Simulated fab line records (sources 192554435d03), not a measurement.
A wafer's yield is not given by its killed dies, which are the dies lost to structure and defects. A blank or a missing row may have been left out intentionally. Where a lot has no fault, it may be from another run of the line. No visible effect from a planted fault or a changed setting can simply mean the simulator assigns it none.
Chamber matching :: flow n5 finfet :: N5_FIN_SAQP_SPACER2_ALD_28 on ald sin-02: 4 sister chambers
The step deposits SiO2, target thk 8.1 nm, pulse time 1 s, purge time 2 s. 18 wafers are shown with their chamber, then 9 later ones without.

== WAFERS, EACH WITH ITS CHAMBER ==
wafer: L075.3
chamber: 2
heater power outer w (W): 261
heater power w (W): 491
precursor pulse height rel: 0.969

wafer: L075.4
chamber: 3
heater power outer w (W): 291
heater power w (W): 440
precursor pulse height rel: 0.997

wafer: L075.6
chamber: 3
heater power outer w (W): 292
heater power w (W): 446
precursor pulse height rel: 0.988

wafer: L079.3
chamber: 3
heater power outer w (W): 292
heater power w (W): 444
precursor pulse height rel: 1.039

wafer: L079.4
chamber: 2
heater power outer w (W): 250
heater power w (W): 497
precursor pulse height rel: 1.003

wafer: L079.5
chamber: 2
heater power outer w (W): 256
heater power w (W): 478
precursor pulse height rel: 0.965

wafer: L080.2
chamber: 3
heater power outer w (W): 296
heater power w (W): 444
precursor pulse height rel: 1.000

wafer: L080.3
chamber: 1
heater power outer w (W): 299
heater power w (W): 478
precursor pulse height rel: 0.996

wafer: L080.4
chamber: 2
heater power outer w (W): 261
heater power w (W): 482
precursor pulse height rel: 0.970

wafer: L084.1
chamber: 1
heater power outer w (W): 296
heater power w (W): 486
precursor pulse height rel: 1.014

wafer: L084.2
chamber: 0
heater power outer w (W): 216
heater power w (W): 413
precursor pulse height rel: 1.024

wafer: L084.4
chamber: 2
heater power outer w (W): 263
heater power w (W): 480
precursor pulse height rel: 1.021

wafer: L085.4
chamber: 0
heater power outer w (W): 219
heater power w (W): 416
precursor pulse height rel: 0.975

wafer: L085.5
chamber: 0
heater power outer w (W): 214
heater power w (W): 409
precursor pulse height rel: 0.989

wafer: L085.6
chamber: 3
heater power outer w (W): 298
heater power w (W): 458
precursor pulse height rel: 0.969

wafer: L086.1
chamber: 1
heater power outer w (W): 299
heater power w (W): 484
precursor pulse height rel: 0.996

wafer: L086.3
chamber: 0
heater power outer w (W): 210
heater power w (W): 413
precursor pulse height rel: 1.012

wafer: L086.4
chamber: 3
heater power outer w (W): 294
heater power w (W): 450
precursor pulse height rel: 0.988

SIGNATURES (means of the wafers above)
reading: heater power outer w
chamber 0: 214.75
chamber 1: 298.00
chamber 2: 258.20
chamber 3: 293.83
scatter within a chamber: 3.75

reading: heater power w
chamber 0: 412.75
chamber 1: 482.67
chamber 2: 485.60
chamber 3: 447.00
scatter within a chamber: 6.09

reading: precursor pulse height rel
chamber 0: 1.00000
chamber 1: 1.00200
chamber 2: 0.98560
chamber 3: 0.99683
scatter within a chamber: 0.0222
Rule: a wafer lies at a distance from a chamber equal to the root of the sum of squares, over the readings, of (its reading less the chamber's mean, divided by the reading's scatter). The wafer belongs to the nearest chamber; if the next one is less than 2 further off, it can't be placed. How the scatter is found: for the shown wafers, subtract from each reading the mean of its chamber, square and add these, divide the total by (wafers less chambers), then take the root.

== WAFERS WHOSE CHAMBER IS MISSING ==
wafer: L088.3
heater power outer w (W): 262
heater power w (W): 490
precursor pulse height rel: 1.007

wafer: L088.5
heater power outer w (W): 291
heater power w (W): 462
precursor pulse height rel: 0.965

wafer: L088.6
heater power outer w (W): 217
heater power w (W): 420
precursor pulse height rel: 0.993

wafer: L092.2
heater power outer w (W): 264
heater power w (W): 485
precursor pulse height rel: 1.009

wafer: L092.4
heater power outer w (W): 216
heater power w (W): 418
precursor pulse height rel: 0.982

wafer: L092.5
heater power outer w (W): 214
heater power w (W): 404
precursor pulse height rel: 1.005

wafer: L096.2
heater power outer w (W): 294
heater power w (W): 490
precursor pulse height rel: 1.004

wafer: L096.3
heater power outer w (W): 288
heater power w (W): 446
precursor pulse height rel: 0.978

wafer: L096.5
heater power outer w (W): 213
heater power w (W): 411
precursor pulse height rel: 0.980

== CHAMBER TAKEN BY EACH ==
wafer: L088.3
from the rows above: 2
in truth: 2

wafer: L088.5
from the rows above: can't be placed: 3 or 1
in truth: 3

wafer: L088.6
from the rows above: 0
in truth: 0

wafer: L092.2
from the rows above: 2
in truth: 2

wafer: L092.4
from the rows above: 0
in truth: 0

wafer: L092.5
from the rows above: 0
in truth: 0

wafer: L096.2
from the rows above: 1
in truth: 1

wafer: L096.3
from the rows above: 3
in truth: 3

wafer: L096.5
from the rows above: 0
in truth: 0
Correctly placed: 8 of 9. From these rows, 1 cannot be placed; in 1 the true chamber is one of the candidates. 0 placed wrongly.
